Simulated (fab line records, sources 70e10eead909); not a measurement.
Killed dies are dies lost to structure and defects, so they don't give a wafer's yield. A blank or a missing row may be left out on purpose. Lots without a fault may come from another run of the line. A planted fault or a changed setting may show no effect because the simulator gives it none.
Tool commonality check | flow nand_harc | 10 lots, 30 wafers sampled

WHY IT WAS OPENED
At NHARC_A_M0_THK_MEAS_24 the reading thk_nm is flagged on 2 of 10 lots. Wafers without a fault read 113.7 nm, standard deviation 1.5.
Rule: a lot is flagged when every wafer of it that has a number lies more than 4 standard deviations from that mean, or none has a number. The other lots count as sound.

lot  | measured     | on            | thk_nm (nm), wafer by wafer | flag
L986 | day 18 13:07 | film_metro-02 | 115.5 114.5 114.1           |
L983 | day 18 17:45 | film_metro-01 | 116.1 114.6 113.8           |
L987 | day 19 03:27 | film_metro-01 | 29.5 29.4 29.2              | FLAGGED
L988 | day 19 17:32 | film_metro-02 | 28.5 32.2 31.1              | FLAGGED
L990 | day 20 03:06 | film_metro-01 | 114.9 114.9 112.2           |
L999 | day 21 22:46 | film_metro-02 | 115.5 114.0 112.6           |
L100 | day 22 13:38 | film_metro-01 | 112.7 112.7 112.7           |
L102 | day 22 13:56 | film_metro-01 | 112.5 115.3 114.0           |
L101 | day 22 16:58 | film_metro-01 | 113.4 113.6 114.0           |
L103 | day 23 16:26 | film_metro-01 | 114.6 113.6 114.8           |
The numbers of the flagged lots are 30.0 nm on average: -83.7 nm against the usual, or -56 standard deviations.

WHICH TOOL RAN EACH LOT
The record holds 4 process steps before the reading, out of a route of 1159 steps. In each cell: the tool, then ch and the chambers that the sampled wafers went through, then the start.
lot  | flag    | NHARC_A_BLC_CMP_25            | NHARC_A_M0_PVD_20                       | NHARC_A_M0_ECD_22              | NHARC_A_M0_CMP_23
L986 |         | cmp-03 ch 0,1,2, day 18 09:22 | pvd_sputter-03, day 18 12:08 or earlier | ecd_cu-02 ch 0,1, day 18 12:08 | cmp-04 ch 0,1, day 18 12:48
L983 |         | cmp-01 ch 0,1,2, day 18 13:43 | pvd_sputter-03, day 18 16:51 or earlier | ecd_cu-02 ch 0,1, day 18 16:51 | cmp-04 ch 2,3, day 18 17:26
L987 | FLAGGED | cmp-01 ch 0,1,2, day 18 23:01 | pvd_sputter-01, day 19 02:24 or earlier | ecd_cu-02 ch 0,1, day 19 02:24 | cmp-01 ch 0,1,2, day 19 03:08
L988 | FLAGGED | cmp-02 ch 0,1,2, day 19 13:31 | pvd_sputter-01, day 19 16:27 or earlier | ecd_cu-02 ch 0,1, day 19 16:27 | cmp-04 ch 0,2, day 19 17:14
L990 |         | cmp-02 ch 2,3, day 19 23:12   | pvd_sputter-01, day 20 02:07 or earlier | ecd_cu-02 ch 0,1, day 20 02:07 | cmp-01 ch 0,1,2, day 20 02:50
L999 |         | cmp-01 ch 0,1,3, day 21 18:55 | pvd_sputter-03, day 21 21:47 or earlier | ecd_cu-02 ch 1, day 21 21:47   | cmp-02 ch 0,1,3, day 21 22:31
L100 |         | cmp-03 ch 1,3, day 22 09:48   | pvd_sputter-02, day 22 12:35 or earlier | ecd_cu-02 ch 0,1, day 22 12:35 | cmp-01 ch 1,2,3, day 22 13:21
L102 |         | cmp-01 ch 0,1,3, day 22 09:59 | pvd_sputter-03, day 22 12:46 or earlier | ecd_cu-01 ch 0,1, day 22 12:46 | cmp-02 ch 0,2,3, day 22 13:38
L101 |         | cmp-02 ch 0,3, day 22 13:08   | pvd_sputter-03, day 22 16:01 or earlier | ecd_cu-01 ch 0,1, day 22 16:01 | cmp-02 ch 1,2, day 22 16:39
L103 |         | cmp-01 ch 1,3, day 23 12:37   | pvd_sputter-03, day 23 15:23 or earlier | ecd_cu-01 ch 0,1, day 23 15:23 | cmp-04 ch 1,3, day 23 16:07
What these steps do:
- NHARC_A_BLC_CMP_25: polishes, t overpolish 30 s, target thk 150 nm.
- NHARC_A_M0_PVD_20: deposits TaN, target thk 5 nm, time 8.06 s.
- NHARC_A_M0_ECD_22: material Cu, target thk 400 nm.
- NHARC_A_M0_CMP_23: polishes, t overpolish 20 s, target thk 113.75 nm.
- NHARC_A_M0_THK_MEAS_24: measures by xrf.

FLAGGED OVER TOTAL, TOOL BY TOOL (the gauges that took the reading come last)
step                   | tool           | lots run | flagged | share of the flagged lots | sound lots run after its first flagged lot
NHARC_A_BLC_CMP_25     | cmp-01         | 5        | 1       | some                      | 3 (L999,L102,L103)
NHARC_A_BLC_CMP_25     | cmp-02         | 3        | 1       | some                      | 2 (L990,L101)
NHARC_A_BLC_CMP_25     | cmp-03         | 2        | 0       | none                      | -
NHARC_A_M0_PVD_20      | pvd_sputter-01 | 3        | 2       | all                       | 1 (L990)
NHARC_A_M0_PVD_20      | pvd_sputter-02 | 1        | 0       | none                      | -
NHARC_A_M0_PVD_20      | pvd_sputter-03 | 6        | 0       | none                      | -
NHARC_A_M0_ECD_22      | ecd_cu-01      | 3        | 0       | none                      | -
NHARC_A_M0_ECD_22      | ecd_cu-02      | 7        | 2       | all                       | 3 (L990,L999,L100)
NHARC_A_M0_CMP_23      | cmp-01         | 3        | 1       | some                      | 2 (L990,L100)
NHARC_A_M0_CMP_23      | cmp-02         | 3        | 0       | none                      | -
NHARC_A_M0_CMP_23      | cmp-04         | 4        | 1       | some                      | 1 (L103)
NHARC_A_M0_THK_MEAS_24 | film_metro-01  | 7        | 1       | some                      | 5 (L990,L100,L102,L101,L103)
NHARC_A_M0_THK_MEAS_24 | film_metro-02  | 3        | 1       | some                      | 1 (L999)
NHARC_A_M0_PVD_20 gives no start for some lots, so the hours and the order of its lots are those of NHARC_A_M0_ECD_22.

WHAT THE TABLE ALLOWS
2 rows of the table ran every flagged lot: pvd_sputter-01 at NHARC_A_M0_PVD_20, ecd_cu-02 at NHARC_A_M0_ECD_22.
- pvd_sputter-01 at NHARC_A_M0_PVD_20: 2 of its 3 lots flagged. Sound lots ran on it after the first flagged one (L990), which a lasting fault on the whole tool wouldn't allow.
- ecd_cu-02 at NHARC_A_M0_ECD_22: 2 of its 7 lots flagged. Sound lots ran on it after the first flagged one (L990, L999, L100), which a lasting fault on the whole tool wouldn't allow. On the flagged lots its readings are blank where sound lots have values: bath_heat_duty_pct, bath_temp_c.
No row of the table ran every flagged lot and no sound lot after the first.

WHAT THE SIMULATOR HAD PUT IN
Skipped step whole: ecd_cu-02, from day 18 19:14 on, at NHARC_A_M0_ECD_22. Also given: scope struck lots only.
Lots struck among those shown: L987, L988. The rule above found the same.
